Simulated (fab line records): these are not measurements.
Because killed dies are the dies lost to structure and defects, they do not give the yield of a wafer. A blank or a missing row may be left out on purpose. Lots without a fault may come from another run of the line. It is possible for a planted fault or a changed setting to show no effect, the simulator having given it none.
fab line records	flow n5-finfet
[record] lots = 24	wafers = 72	last-day = 17
route steps=1938 shown BEOL_M6@1232 BEOL_M7@1277
lots that met no fault: from a run of the same line without faults
start-h: hours from the record's opening day to when the first of the lot's shown wafers began	wait-h: how many hours have passed since the lot's step before this one	" same as the row above	L1.1+2: a row that stands for several wafers	- no value present, or no start provided	* or withheld: withheld	< > ~ a bound
route shown NAME@n: names a module that has steps shown in the file, with the first one's number in the route	usual: mean/standard deviation taken from wafers without a fault	same: alike in all rows	chamber/n: place in a boat	sites: each site's reading	_std_site: standard deviation of those values	_edge_site: the outer-site mean with the inner-site mean subtracted	radius-mm: for every site, how far away it sits from the centre of the wafer	mask NAME#n: copy n	behind: tool/chamber where the wafer was last shaped	hold: reason for holding the lot/hours on hold/outcome of the hold	device: transistor that didn't switch, given as n, p or np	end of line: at the end of the route, the tests of the same wafers	for a step that has no rows: nothing shown but its recipe	killed: at the first sort, the dies lost to defects and structure; wafer yield is something else	map: dies across one wafer; x = killed, . = not, _ = none there
set.NAME: the run value of the setting; set.NAME@STEP: its run value at that earlier step	model.NAME: the simulator's own value behind a step, which no gauge read
route steps across a sampled set of lots; one table per step, one row per wafer
services: from which hour (start-h, from the record's first day; less than 0 if before it) a tool's chamber was out of use, for how many hours, and why
[[steps]]
[step N5_BEOL_M6_ETCH_65]
[recipe] chemistry = CF4	target = SiARC	target-depth-a = 156	mask-material = CAR-EUV	time-s = 26	ion-energy-ev = 80	pressure-mtorr = 40	source-w = 545	bias-w = 36	Ar_flow_sccm = 100	cf4-flow-sccm = 100	ends = cleared
[usual] drypump-motor-current-A = 5.9/0.39	etch-rf-on-time-s = 26.0/0.68	oes-product-au = 0.70/0.079	rf-vpp-V = 184.0/1	showerhead-plenum-p-Torr = 2.14/0.055	throttle-valve-pct = 15.6/0.32
lot.wafer	tool	chamber	start-h	wait-h	drypump-motor-current-A	etch-rf-on-time-s	oes-product-au	rf-hours-counter-h	rf-vpp-V	showerhead-plenum-p-Torr	throttle-valve-pct
L074.1	rie-diel-01	1	183.01	0.0	5.8	25.2	0.82	16	184.8	2.18	15.4
L074.2	"	0	"	"	5.9	27.4	0.59	216	182.3	2.03	16.0
L074.3	"	2	"	"	6.5	26.0	0.82	4	186.6	2.19	15.3
L075.2	rie-diel-01	1	187.41	0.0	5.8	25.6	0.80	17	184.3	2.18	15.4
L075.3	"	2	"	"	6.5	26.1	0.81	6	186.5	2.19	15.3
L075.6	"	3	"	"	5.6	25.4	0.68	-	184.8	2.16	16.0
L076.2	rie-diel-01	3	197.78	0.0	5.6	25.4	0.68	133	183.6	2.16	16.0
L076.5	"	2	"	"	6.4	26.2	0.80	-	184.0	2.19	15.3
L076.6	"	1	"	"	5.8	25.6	0.80	-	185.7	2.18	15.4
L077.1	rie-diel-04	0	197.95	0.0	5.9	24.9	0.78	25	184.6	2.17	15.0
L077.2	"	1	"	"	6.6	26.5	0.70	68	183.2	2.08	15.5
L077.5	"	2	"	"	5.4	26.3	0.57	-	184.8	2.21	16.0
L078.2	rie-diel-04	3	204.44	0.0	5.2	26.7	0.60	242	184.3	2.11	16.1
L078.4	"	1	"	"	6.6	26.6	0.70	71	184.0	2.08	15.5
L078.6	"	0	"	"	5.9	25.6	0.78	-	185.7	2.17	15.1
L079.1	rie-diel-02	1	211.10	0.0	6.3	25.7	0.72	46	183.2	2.18	15.7
L079.2	"	2	"	"	6.0	26.3	0.66	110	184.4	2.16	15.4
L079.4	"	3	"	"	5.7	26.6	0.59	228	185.4	2.21	15.8
L080.2	rie-diel-04	0	213.18	0.0	5.9	25.2	0.77	31	184.4	2.17	15.0
L080.3	"	3	"	"	5.2	26.5	0.60	245	185.0	2.11	16.1
L080.6	"	3	"	"	5.2	26.4	0.59	-	182.1	2.11	16.1
L082.2	rie-diel-01	2	225.34	0.0	6.4	26.2	0.78	19	184.8	2.19	15.3
L082.3	"	1	"	"	5.8	25.6	0.79	31	183.3	2.18	15.4
L082.6	"	1	"	"	5.8	26.0	0.78	-	184.1	2.18	15.4
L081.1	rie-diel-01	1	228.73	0.0	5.8	25.6	0.78	32	184.2	2.18	15.4
L081.3	"	0	"	"	5.9	27.2	0.58	231	183.4	2.03	16.0
L081.6	"	2	"	"	6.4	25.8	0.78	-	184.0	2.19	15.3
L083.3	rie-diel-04	3	234.47	0.0	5.2	27.0	0.59	253	183.0	2.10	16.1
L083.4	"	3	"	"	5.2	27.1	0.58	-	184.2	2.10	16.1
L083.5	"	1	"	"	6.6	26.9	0.68	-	183.3	2.07	15.5
L084.1	rie-diel-04	0	241.33	0.0	5.9	25.4	0.76	43	183.5	2.17	15.1
L084.2	"	1	"	"	6.6	26.5	0.69	85	182.5	2.07	15.5
L084.4	"	2	"	"	5.4	25.6	0.84	-	183.5	2.21	15.5
L086.2	rie-diel-04	1	244.29	0.0	6.6	26.1	0.69	87	182.2	2.07	15.5
L086.3	"	0	"	"	5.8	24.9	0.76	45	184.1	2.17	15.1
L086.4	"	0	"	"	5.8	24.8	0.76	-	184.9	2.17	15.1
L085.1	rie-diel-01	3	260.73	0.0	5.6	25.1	0.67	154	182.7	2.15	16.0
L085.4	"	2	"	"	6.5	25.8	0.77	32	184.3	2.18	15.3
L085.5	"	1	"	"	5.8	25.7	0.76	-	185.1	2.18	15.5
L087.4	rie-diel-01	2	261.12	0.0	6.4	25.6	0.76	32	184.5	2.18	15.4
L087.5	"	2	"	"	6.5	25.8	0.76	-	183.9	2.18	15.3
L087.6	"	3	"	"	5.6	25.4	0.67	-	183.0	2.15	16.0
L088.2	rie-diel-01	3	264.40	0.0	5.6	25.6	0.65	156	183.6	2.15	16.0
L088.4	"	0	"	"	5.9	27.5	0.58	245	182.8	2.03	16.1
L088.6	"	3	"	"	5.7	25.4	0.66	-	183.5	2.15	16.0
L089.2	rie-diel-01	2	264.87	0.0	6.4	25.7	0.76	34	184.7	2.18	15.4
L089.3	"	1	"	"	5.8	25.8	0.75	46	183.1	2.17	15.4
L089.6	"	0	"	"	5.9	27.4	0.59	-	183.6	2.03	16.1
L090.4	rie-diel-01	1	283.36	0.0	5.8	25.7	0.75	-	185.5	2.17	15.5
L090.5	"	2	"	"	6.4	26.1	0.75	-	184.0	2.18	15.4
L090.6	"	0	"	"	5.9	27.4	0.58	-	182.1	2.02	16.1
L091.1	rie-diel-02	2	289.82	0.0	6.0	26.1	0.65	129	184.6	2.16	15.5
L091.4	"	3	"	"	5.6	25.4	0.85	2	185.8	2.20	15.3
L091.5	"	1	"	"	6.3	25.7	0.69	-	183.9	2.17	15.7
L092.1	rie-diel-01	2	293.79	0.0	6.4	26.0	0.75	46	185.4	2.18	15.4
L092.2	"	3	"	"	5.6	25.3	0.66	165	183.8	2.15	16.0
L092.4	"	2	"	"	6.5	26.1	0.74	-	183.5	2.18	15.4
L093.1	rie-diel-01	1	295.80	0.0	5.8	25.9	0.74	58	184.8	2.17	15.5
L093.3	"	2	"	"	6.5	26.0	0.74	46	184.4	2.18	15.4
L093.4	"	1	"	"	5.8	25.8	0.73	-	186.3	2.17	15.5
L094.4	rie-diel-02	2	302.91	0.0	6.0	26.1	0.65	133	183.7	2.16	15.5
L094.5	"	1	"	"	6.3	25.9	0.69	-	183.8	2.17	15.7
L094.6	"	0	"	"	5.9	25.6	0.61	-	183.9	2.11	15.8
L095.2	rie-diel-04	1	308.00	0.0	6.5	26.5	0.67	112	182.1	2.06	15.6
L095.3	"	2	"	"	5.4	26.0	0.79	24	185.1	2.20	15.6
L095.5	"	0	"	"	5.9	25.4	0.72	-	184.3	2.16	15.1
L097.3	rie-diel-02	2	319.56	0.0	6.0	26.2	0.64	139	184.0	2.15	15.5
L097.4	"	1	"	"	6.3	25.7	0.68	89	183.1	2.17	15.7
L097.6	"	0	"	"	5.9	25.8	0.61	-	183.9	2.10	15.8
L096.1	rie-diel-04	2	319.62	0.0	5.4	25.6	0.78	27	184.5	2.20	15.6
L096.2	"	0	"	"	5.9	25.2	0.72	74	184.8	2.16	15.1
L096.3	"	1	"	"	6.6	26.1	0.66	116	183.5	2.06	15.6
[step N5_BEOL_M6_TRENCH_ETCH_37]
[recipe] chemistry = C4F6/O2	target-depth-a = 944.35	target = SiCOH_lowk	time-s = 31.5	ion-energy-ev = 250	pressure-mtorr = 30	source-w = 345	bias-w = 185	Ar_flow_sccm = 300	C4F6_flow_sccm = 10	O2_flow_sccm = 10
[usual] C4F6_flow_sccm = 10.00/0.032	drypump-motor-current-A = 5.9/0.4	oes-product-au = 0.81/0.092	rf-vpp-V = 667/11	showerhead-plenum-p-Torr = 2.85/0.076	throttle-valve-pct = 20.96/0.29
lot.wafer	tool	chamber	start-h	wait-h	C4F6_flow_sccm	drypump-motor-current-A	oes-product-au	rf-hours-counter-h	rf-vpp-V	showerhead-plenum-p-Torr	throttle-valve-pct
L074.1	rie-diel-01	1	-	-	10.00	5.8	0.95	16	669	2.91	20.83
L074.2	"	0	"	"	10.02	5.9	0.70	216	660	2.69	21.21
L074.3	"	2	"	"	10.02	6.5	0.97	4	686	2.92	20.66
L075.2	rie-diel-01	1	-	-	10.00	5.8	0.94	17	670	2.91	20.83
L075.3	"	2	"	"	10.05	6.5	0.96	6	686	2.92	20.66
L075.6	"	3	"	"	9.97	5.6	0.80	-	679	2.87	21.34
L076.2	rie-diel-01	3	-	-	10.00	5.6	0.80	133	678	2.87	21.38
L076.5	"	2	"	"	9.99	6.5	0.94	-	687	2.91	20.68
L076.6	"	1	"	"	9.93	5.8	0.94	-	669	2.91	20.84
L077.1	rie-diel-04	0	-	-	10.05	5.9	0.92	25	655	2.89	20.36
L077.2	"	1	"	"	9.96	6.6	0.82	68	656	2.77	20.86
L077.5	"	2	"	"	9.97	5.4	0.67	-	662	2.93	21.23
L078.2	rie-diel-04	3	-	-	9.97	5.2	0.69	242	668	2.80	21.34
L078.4	"	1	"	"	9.95	6.6	0.80	71	656	2.77	20.88
L078.6	"	0	"	"	10.08	5.9	0.90	-	654	2.89	20.37
L079.1	rie-diel-02	1	-	-	9.98	6.3	0.84	46	656	2.91	21.07
L079.2	"	2	"	"	10.02	6.0	0.76	110	650	2.86	20.63
L079.4	"	3	"	"	9.98	5.6	0.70	228	681	2.93	21.00
L080.2	rie-diel-04	0	-	-	10.00	5.9	0.90	31	655	2.89	20.38
L080.3	"	3	"	"	10.03	5.2	0.69	245	668	2.80	21.33
L080.6	"	3	"	"	10.00	5.2	0.69	-	668	2.80	21.32
L082.2	rie-diel-01	2	-	-	10.00	6.5	0.92	19	686	2.91	20.68
L082.3	"	1	"	"	10.03	5.8	0.91	31	670	2.90	20.86
L082.6	"	1	"	"	10.02	5.8	0.92	-	667	2.90	20.86
L081.1	rie-diel-01	1	-	-	10.00	5.8	0.91	32	668	2.90	20.85
L081.3	"	0	"	"	10.03	5.9	0.68	231	660	2.68	21.21
L081.6	"	2	"	"	10.03	6.5	0.92	-	685	2.91	20.69
L083.3	rie-diel-04	3	-	-	9.95	5.2	0.68	253	668	2.80	21.33
L083.4	"	3	"	"	9.96	5.2	0.68	-	668	2.80	21.36
L083.5	"	1	"	"	10.01	6.6	0.80	-	655	2.76	20.89
L084.1	rie-diel-04	0	-	-	9.98	5.9	0.88	43	654	2.89	20.40
L084.2	"	1	"	"	10.04	6.6	0.80	85	655	2.76	20.88
L084.4	"	2	"	"	9.99	5.4	0.97	-	661	2.92	20.95
L086.2	rie-diel-04	1	-	-	9.98	6.6	0.81	87	654	2.76	20.90
L086.3	"	0	"	"	10.00	5.9	0.86	45	653	2.88	20.40
L086.4	"	0	"	"	10.02	5.9	0.87	-	653	2.88	20.40
L085.1	rie-diel-01	3	-	-	9.98	5.6	0.78	155	678	2.86	21.39
L085.4	"	2	"	"	10.00	6.4	0.90	32	685	2.90	20.70
L085.5	"	1	"	"	10.01	5.8	0.90	-	670	2.90	20.87
L087.4	rie-diel-01	2	-	-	10.03	6.5	0.91	32	685	2.90	20.73
L087.5	"	2	"	"	9.99	6.5	0.90	-	686	2.90	20.71
L087.6	"	3	"	"	10.03	5.6	0.79	-	678	2.86	21.38
L088.2	rie-diel-01	3	-	-	10.02	5.6	0.78	156	679	2.86	21.41
L088.4	"	0	"	"	9.98	5.9	0.68	245	660	2.68	21.22
L088.6	"	3	"	"	10.00	5.6	0.78	-	677	2.86	21.38
L089.2	rie-diel-01	2	-	-	10.04	6.4	0.90	34	686	2.90	20.70
L089.3	"	1	"	"	9.97	5.8	0.89	46	668	2.90	20.87
L089.6	"	0	"	"	10.04	5.9	0.67	-	659	2.68	21.24
L090.4	rie-diel-01	1	-	-	9.96	5.8	0.88	-	669	2.89	20.87
L090.5	"	2	"	"	10.05	6.5	0.88	-	685	2.90	20.71
L090.6	"	0	"	"	10.01	5.9	0.68	-	660	2.68	21.22
L091.1	rie-diel-02	2	-	-	9.97	6.0	0.76	129	651	2.85	20.65
L091.4	"	3	"	"	10.00	5.6	1.01	2	681	2.92	20.69
L091.5	"	1	"	"	10.01	6.2	0.82	-	655	2.89	21.11
L092.1	rie-diel-01	2	-	-	9.98	6.5	0.87	46	685	2.90	20.74
L092.2	"	3	"	"	10.01	5.6	0.76	165	679	2.86	21.40
L092.4	"	2	"	"	9.95	6.5	0.87	-	684	2.90	20.73
L093.1	rie-diel-01	1	-	-	9.95	5.8	0.87	58	668	2.89	20.91
L093.3	"	2	"	"	9.94	6.4	0.87	46	686	2.90	20.74
L093.4	"	1	"	"	9.97	5.8	0.87	-	669	2.89	20.90
L094.4	rie-diel-02	2	-	-	10.03	6.0	0.75	133	650	2.85	20.65
L094.5	"	1	"	"	9.97	6.3	0.80	-	656	2.89	21.13
L094.6	"	0	"	"	10.02	5.9	0.71	-	661	2.81	21.12
L095.2	rie-diel-04	1	-	-	9.98	6.6	0.77	112	654	2.75	20.94
L095.3	"	2	"	"	9.98	5.4	0.90	24	661	2.91	20.97
L095.5	"	0	"	"	9.99	5.9	0.84	-	653	2.87	20.42
L097.3	rie-diel-02	2	-	-	10.02	6.0	0.74	139	651	2.85	20.65
L097.4	"	1	"	"	10.03	6.3	0.79	89	657	2.89	21.14
L097.6	"	0	"	"	10.10	5.9	0.71	-	661	2.80	21.09
L096.1	rie-diel-04	2	-	-	9.92	5.4	0.91	27	661	2.91	20.96
L096.2	"	0	"	"	10.03	5.9	0.84	74	655	2.87	20.45
L096.3	"	1	"	"	10.02	6.6	0.78	116	653	2.75	20.94
[step N5_BEOL_M6_STRIP_80]
[recipe] chemistry = N2/H2	time-s = 10	power-w = 450	temp-c = 40	pressure-mtorr = 20	rf-frequency-hz = 6e+07	bias-power-w = 7	n2-flow-sccm = 200	h2-flow-sccm = 200
[usual] drypump-motor-current-A = 5.9/0.4	oes-product-au = 0.82/0.09	rf-vpp-V = 59.2/0.88	showerhead-plenum-p-Torr = 2.54/0.067	throttle-valve-pct = 23.7/0.39
lot.wafer	tool	chamber	start-h	wait-h	drypump-motor-current-A	oes-product-au	rf-hours-counter-h	rf-vpp-V	showerhead-plenum-p-Torr	throttle-valve-pct
L074.1	rie-diel-01	1	-	-	5.9	0.96	16	57.2	2.61	23.7
L074.2	"	0	"	"	6.0	0.71	216	59.5	2.40	23.9
L074.3	"	2	"	"	6.5	0.97	4	59.2	2.59	23.1
L075.2	rie-diel-01	1	-	-	5.8	0.96	17	59.1	2.61	23.7
L075.3	"	2	"	"	6.5	0.95	6	59.4	2.59	23.1
L075.6	"	3	"	"	5.6	0.80	-	60.0	2.56	24.2
L076.2	rie-diel-01	3	-	-	5.6	0.79	133	59.2	2.56	24.2
L076.5	"	2	"	"	6.5	0.95	-	59.5	2.58	23.1
L076.6	"	1	"	"	5.8	0.94	-	58.7	2.61	23.7
L077.1	rie-diel-04	0	-	-	5.9	0.91	25	58.9	2.60	23.1
L077.2	"	1	"	"	6.6	0.82	68	58.6	2.47	23.6
L077.5	"	2	"	"	5.4	0.66	-	60.1	2.61	24.0
L078.2	rie-diel-04	3	-	-	5.2	0.70	242	59.1	2.51	24.2
L078.4	"	1	"	"	6.6	0.82	71	59.7	2.47	23.6
L078.6	"	0	"	"	5.9	0.90	-	59.7	2.59	23.2
L079.1	rie-diel-02	1	-	-	6.3	0.85	46	60.1	2.58	23.6
L079.2	"	2	"	"	6.0	0.79	110	58.5	2.55	23.4
L079.4	"	3	"	"	5.6	0.70	228	59.1	2.60	23.4
L080.2	rie-diel-04	0	-	-	5.9	0.90	31	59.0	2.59	23.2
L080.3	"	3	"	"	5.2	0.69	245	59.3	2.51	24.2
L080.6	"	3	"	"	5.2	0.69	-	59.2	2.51	24.2
L082.2	rie-diel-01	2	-	-	6.5	0.92	20	59.6	2.58	23.1
L082.3	"	1	"	"	5.8	0.92	31	59.1	2.60	23.8
L082.6	"	1	"	"	5.8	0.92	-	60.1	2.60	23.8
L081.1	rie-diel-01	1	-	-	5.8	0.91	32	58.6	2.60	23.8
L081.3	"	0	"	"	6.0	0.71	232	59.7	2.39	24.0
L081.6	"	2	"	"	6.5	0.91	-	57.5	2.58	23.1
L083.3	rie-diel-04	3	-	-	5.2	0.69	253	58.6	2.50	24.2
L083.4	"	3	"	"	5.2	0.69	-	60.6	2.50	24.2
L083.5	"	1	"	"	6.6	0.80	-	59.9	2.46	23.6
L084.1	rie-diel-04	0	-	-	5.9	0.88	43	58.2	2.59	23.2
L084.2	"	1	"	"	6.6	0.80	85	59.3	2.46	23.6
L084.4	"	2	"	"	5.4	0.98	-	58.5	2.61	23.8
L086.2	rie-diel-04	1	-	-	6.6	0.81	88	58.4	2.46	23.6
L086.3	"	0	"	"	5.9	0.88	45	60.8	2.59	23.2
L086.4	"	0	"	"	5.9	0.88	-	59.7	2.59	23.2
L085.1	rie-diel-01	3	-	-	5.6	0.78	155	60.5	2.55	24.3
L085.4	"	2	"	"	6.5	0.90	32	61.5	2.58	23.1
L085.5	"	1	"	"	5.8	0.91	-	60.4	2.60	23.8
L087.4	rie-diel-01	2	-	-	6.5	0.89	33	59.5	2.58	23.1
L087.5	"	2	"	"	6.5	0.90	-	58.9	2.58	23.1
L087.6	"	3	"	"	5.6	0.78	-	60.0	2.55	24.3
L088.2	rie-diel-01	3	-	-	5.6	0.78	156	58.0	2.55	24.3
L088.4	"	0	"	"	5.9	0.70	245	57.2	2.39	24.0
L088.6	"	3	"	"	5.6	0.78	-	58.8	2.55	24.3
L089.2	rie-diel-01	2	-	-	6.4	0.89	34	59.1	2.57	23.1
L089.3	"	1	"	"	5.8	0.90	46	59.3	2.60	23.8
L089.6	"	0	"	"	5.9	0.69	-	58.2	2.39	24.0
L090.4	rie-diel-01	1	-	-	5.8	0.89	-	60.6	2.59	23.8
L090.5	"	2	"	"	6.5	0.89	-	58.6	2.57	23.1
L090.6	"	0	"	"	5.9	0.69	-	59.4	2.38	24.0
L091.1	rie-diel-02	2	-	-	6.0	0.77	129	58.9	2.55	23.4
L091.4	"	3	"	"	5.6	0.99	2	62.0	2.58	23.1
L091.5	"	1	"	"	6.3	0.81	-	58.9	2.57	23.6
L092.1	rie-diel-01	2	-	-	6.5	0.87	46	59.0	2.57	23.1
L092.2	"	3	"	"	5.6	0.77	166	58.5	2.55	24.3
L092.4	"	2	"	"	6.5	0.87	-	59.1	2.57	23.1
L093.1	rie-diel-01	1	-	-	5.8	0.89	58	60.7	2.59	23.8
L093.3	"	2	"	"	6.4	0.87	47	59.8	2.57	23.1
L093.4	"	1	"	"	5.8	0.88	-	58.9	2.59	23.8
L094.4	rie-diel-02	2	-	-	6.0	0.76	133	60.1	2.54	23.4
L094.5	"	1	"	"	6.3	0.80	-	60.6	2.56	23.7
L094.6	"	0	"	"	5.9	0.71	-	60.3	2.53	24.1
L095.2	rie-diel-04	1	-	-	6.6	0.77	112	58.5	2.45	23.6
L095.3	"	2	"	"	5.4	0.91	24	59.2	2.60	23.8
L095.5	"	0	"	"	5.9	0.83	-	58.5	2.58	23.2
L097.3	rie-diel-02	2	-	-	6.0	0.75	139	60.7	2.54	23.4
L097.4	"	1	"	"	6.3	0.80	89	59.8	2.56	23.7
L097.6	"	0	"	"	5.9	0.72	-	59.2	2.53	24.1
L096.1	rie-diel-04	2	-	-	5.4	0.91	27	58.8	2.60	23.8
L096.2	"	0	"	"	5.9	0.83	74	58.9	2.57	23.2
L096.3	"	1	"	"	6.6	0.76	116	58.9	2.45	23.6
[step N5_BEOL_M6_OCD_MEAS_38]
[usual] trench-depth-nm = 94.1/2.3
lot.wafer	tool	chamber	start-h	wait-h	trench-depth-nm
L074.1	ocd-02	-	183.39	-	96.8
L074.2	"	-	"	"	91.0
L074.3	"	-	"	"	94.5
L075.2	ocd-01	-	187.79	-	95.7
L075.3	"	-	"	"	94.2
L075.6	"	-	"	"	98.0
L076.2	ocd-01	-	198.15	-	95.8
L076.5	"	-	"	"	93.8
L076.6	"	-	"	"	95.6
L077.1	ocd-02	-	198.32	-	96.7
L077.2	"	-	"	"	92.0
L077.5	"	-	"	"	91.8
L078.2	ocd-01	-	204.82	-	92.0
L078.4	"	-	"	"	92.2
L078.6	"	-	"	"	95.6
L079.1	ocd-01	-	211.47	-	94.0
L079.2	"	-	"	"	92.1
L079.4	"	-	"	"	92.3
L080.2	ocd-01	-	213.56	-	96.0
L080.3	"	-	"	"	92.9
L080.6	"	-	"	"	93.7
L082.2	ocd-01	-	225.72	-	95.7
L082.3	"	-	"	"	96.2
L082.6	"	-	"	"	97.8
L081.1	ocd-02	-	229.11	-	95.4
L081.3	"	-	"	"	89.7
L081.6	"	-	"	"	94.5
L083.3	ocd-02	-	234.85	-	91.1
L083.4	"	-	"	"	90.1
L083.5	"	-	"	"	91.4
L084.1	ocd-01	-	241.70	-	96.9
L084.2	"	-	"	"	91.9
L084.4	"	-	"	"	95.0
L086.2	ocd-01	-	244.67	-	93.0
L086.3	"	-	"	"	95.8
L086.4	"	-	"	"	95.4
L085.1	ocd-02	-	261.10	-	96.0
L085.4	"	-	"	"	94.4
L085.5	"	-	"	"	96.7
L087.4	ocd-02	-	261.50	-	95.6
L087.5	"	-	"	"	96.0
L087.6	"	-	"	"	96.9
L088.2	ocd-02	-	264.78	-	96.9
L088.4	"	-	"	"	89.4
L088.6	"	-	"	"	95.3
L089.2	ocd-01	-	265.25	-	95.4
L089.3	"	-	"	"	96.0
L089.6	"	-	"	"	88.7
L090.4	ocd-01	-	283.72	-	95.1
L090.5	"	-	"	"	94.5
L090.6	"	-	"	"	89.4
L091.1	ocd-02	-	290.19	-	93.8
L091.4	"	-	"	"	96.7
L091.5	"	-	"	"	95.9
L092.1	ocd-02	-	294.16	-	95.0
L092.2	"	-	"	"	96.5
L092.4	"	-	"	"	93.9
L093.1	ocd-02	-	296.18	-	95.8
L093.3	"	-	"	"	94.3
L093.4	"	-	"	"	95.6
L094.4	ocd-02	-	303.29	-	92.2
L094.5	"	-	"	"	93.7
L094.6	"	-	"	"	93.3
L095.2	ocd-01	-	308.38	-	91.6
L095.3	"	-	"	"	93.7
L095.5	"	-	"	"	94.2
L097.3	ocd-02	-	319.94	-	92.5
L097.4	"	-	"	"	93.9
L097.6	"	-	"	"	93.0
L096.1	ocd-01	-	320.00	-	95.3
L096.2	"	-	"	"	96.2
L096.3	"	-	"	"	92.9
[step N5_BEOL_M6_PRE_CLEAN_45]
[recipe] gas = H2/He	time-s = 30	temp-c = 250
[usual] heater-power-w = 329/29
lot.wafer	tool	chamber	start-h	wait-h	heater-power-w
L074.1	pvd-sputter-02	-	184.17	0.0	320
L074.2	"	-	"	"	301
L074.3	"	-	"	"	333
L075.2	pvd-sputter-01	-	188.66	0.0	313
L075.3	"	-	"	"	300
L075.6	"	-	"	"	307
L076.2	pvd-sputter-02	-	199.31	0.0	355
L076.5	"	-	"	"	320
L076.6	"	-	"	"	353
L077.1	pvd-sputter-02	-	199.39	0.0	359
L077.2	"	-	"	"	348
L077.5	"	-	"	"	340
L078.2	pvd-sputter-03	-	205.81	0.0	346
L078.4	"	-	"	"	324
L078.6	"	-	"	"	257
L079.1	pvd-sputter-01	-	212.27	0.0	310
L079.2	"	-	"	"	360
L079.4	"	-	"	"	302
L080.2	pvd-sputter-01	-	214.35	0.0	372
L080.3	"	-	"	"	366
L080.6	"	-	"	"	366
L082.2	pvd-sputter-03	-	226.45	0.0	256
L082.3	"	-	"	"	300
L082.6	"	-	"	"	351
L081.1	pvd-sputter-03	-	230.31	0.0	301
L081.3	"	-	"	"	252
L081.6	"	-	"	"	355
L083.3	pvd-sputter-02	-	235.90	0.0	302
L083.4	"	-	"	"	326
L083.5	"	-	"	"	306
L084.1	pvd-sputter-02	-	242.45	0.0	301
L084.2	"	-	"	"	324
L084.4	"	-	"	"	347
L086.2	pvd-sputter-03	-	246.75	0.0	325
L086.3	"	-	"	"	303
L086.4	"	-	"	"	251
L085.1	pvd-sputter-02	-	261.91	0.0	347
L085.4	"	-	"	"	333
L085.5	"	-	"	"	324
L087.4	pvd-sputter-01	-	262.11	0.0	309
L087.5	"	-	"	"	308
L087.6	"	-	"	"	384
L088.2	pvd-sputter-01	-	265.33	0.0	384
L088.4	"	-	"	"	314
L088.6	"	-	"	"	370
L089.2	pvd-sputter-03	-	265.81	0.0	298
L089.3	"	-	"	"	347
L089.6	"	-	"	"	334
L090.4	pvd-sputter-01	-	284.95	0.0	306
L090.5	"	-	"	"	317
L090.6	"	-	"	"	363
L091.1	pvd-sputter-02	-	290.85	0.0	339
L091.4	"	-	"	"	356
L091.5	"	-	"	"	330
L092.1	pvd-sputter-02	-	295.11	0.0	326
L092.2	"	-	"	"	339
L092.4	"	-	"	"	300
L093.1	pvd-sputter-02	-	297.17	0.0	338
L093.3	"	-	"	"	346
L093.4	"	-	"	"	303
L094.4	pvd-sputter-03	-	303.86	0.0	293
L094.5	"	-	"	"	354
L094.6	"	-	"	"	337
L095.2	pvd-sputter-01	-	309.37	0.0	319
L095.3	"	-	"	"	360
L095.5	"	-	"	"	307
L097.3	pvd-sputter-02	-	320.49	0.0	347
L097.4	"	-	"	"	304
L097.6	"	-	"	"	327
L096.1	pvd-sputter-01	-	320.56	0.0	379
L096.2	"	-	"	"	310
L096.3	"	-	"	"	305
[step N5_BEOL_M7_OVL_MEAS_12]
[recipe] points-per-wafer = 44
[usual] M7_OVL = -0.1/0.74
lot.wafer	tool	chamber	start-h	wait-h	M7_OVL[nm]
L074.1	overlay-02	0	188.13	0.0	0.1
L074.2	"	0	"	"	0.2
L074.3	"	0	"	"	-0.1
L075.2	overlay-02	0	194.94	0.0	-0.8
L075.3	"	0	"	"	-0.4
L075.6	"	0	"	"	-0.9
L076.2	overlay-01	0	204.65	0.0	-0.2
L076.5	"	0	"	"	-0.2
L076.6	"	0	"	"	0.1
L077.1	overlay-02	0	204.83	0.0	-0.1
L077.2	"	0	"	"	0.4
L077.5	"	0	"	"	-0.4
L078.2	overlay-02	0	211.91	0.0	-0.6
L078.4	"	0	"	"	1.1
L078.6	"	0	"	"	-0.2
L079.1	overlay-02	0	218.26	0.0	0.2
L079.2	"	0	"	"	0.4
L079.4	"	0	"	"	0.1
L080.2	overlay-01	0	218.78	0.0	-0.9
L080.3	"	0	"	"	0.0
L080.6	"	0	"	"	-1.9
L082.2	overlay-02	0	230.13	0.0	1.5
L082.3	"	0	"	"	-0.9
L082.6	"	0	"	"	0.6
L081.1	overlay-02	0	235.66	0.1	0.6
L081.3	"	0	"	"	0.0
L081.6	"	0	"	"	-0.3
L083.3	overlay-02	0	239.18	0.0	-0.6
L083.4	"	0	"	"	-0.9
L083.5	"	0	"	"	-0.6
L084.1	overlay-02	0	248.20	0.0	1.5
L084.2	"	0	"	"	-0.4
L084.4	"	0	"	"	-1.0
L086.2	overlay-02	0	250.74	0.0	0.4
L086.3	"	0	"	"	-0.2
L086.4	"	0	"	"	1.5
L085.1	overlay-01	0	265.69	0.0	0.4
L085.4	"	0	"	"	0.6
L085.5	"	0	"	"	0.7
L087.4	overlay-01	0	265.86	0.0	-1.1
L087.5	"	0	"	"	0.1
L087.6	"	0	"	"	-0.8
L088.2	overlay-02	0	268.79	0.0	-1.0
L088.4	"	0	"	"	-0.5
L088.6	"	0	"	"	0.7
L089.2	overlay-01	0	269.34	0.0	1.0
L089.3	"	0	"	"	0.0
L089.6	"	0	"	"	0.9
L090.4	overlay-02	0	290.72	0.0	0.2
L090.5	"	0	"	"	0.8
L090.6	"	0	"	"	0.3
L091.1	overlay-02	0	295.70	0.0	0.1
L091.4	"	0	"	"	0.8
L091.5	"	0	"	"	-0.8
L092.1	overlay-02	0	299.81	0.0	0.7
L092.2	"	0	"	"	-1.6
L092.4	"	0	"	"	-0.9
L093.1	overlay-02	0	300.70	0.0	-0.1
L093.3	"	0	"	"	-0.5
L093.4	"	0	"	"	-0.8
L094.4	overlay-02	0	308.58	0.0	-0.2
L094.5	"	0	"	"	-0.6
L094.6	"	0	"	"	-0.4
L095.2	overlay-02	0	315.93	0.0	0.3
L095.3	"	0	"	"	-2.4
L095.5	"	0	"	"	-0.7
L097.3	overlay-01	0	323.96	0.0	-1.0
L097.4	"	0	"	"	-1.1
L097.6	"	0	"	"	-0.8
L096.1	overlay-02	0	324.22	0.0	0.2
L096.2	"	0	"	"	-1.4
L096.3	"	0	"	"	-0.3
[[services]]
tool	chamber	start-h	hours	kind
pvd-sputter-01	-	161.78	0.8	repair
rie-diel-04	2	220.67	-	clean
rie-diel-04	2	220.67	-	consumable-replace:focus-ring
rie-diel-04	2	220.67	14.0	scheduled-down
rie-diel-04	2	220.67	14.0	vent-cycle
rie-diel-02	2	231.84	21.6	repair
rie-diel-04	3	234.81	-	clean
rie-diel-04	3	234.81	-	consumable-replace:focus-ring
rie-diel-04	3	234.81	14.7	scheduled-down
rie-diel-04	3	234.81	14.7	vent-cycle
rie-diel-02	3	264.19	-	clean
rie-diel-02	3	264.19	-	consumable-replace:focus-ring
rie-diel-02	3	264.19	19.1	scheduled-down
rie-diel-02	3	264.19	19.1	vent-cycle
rie-diel-04	2	265.77	9.3	repair
rie-diel-01	0	286.63	-	clean
rie-diel-01	0	286.63	-	consumable-replace:focus-ring
rie-diel-01	0	286.63	-	consumable-replace:showerhead
rie-diel-01	0	286.63	28.2	scheduled-down
rie-diel-01	0	286.63	28.2	vent-cycle
[[key]]
fault none
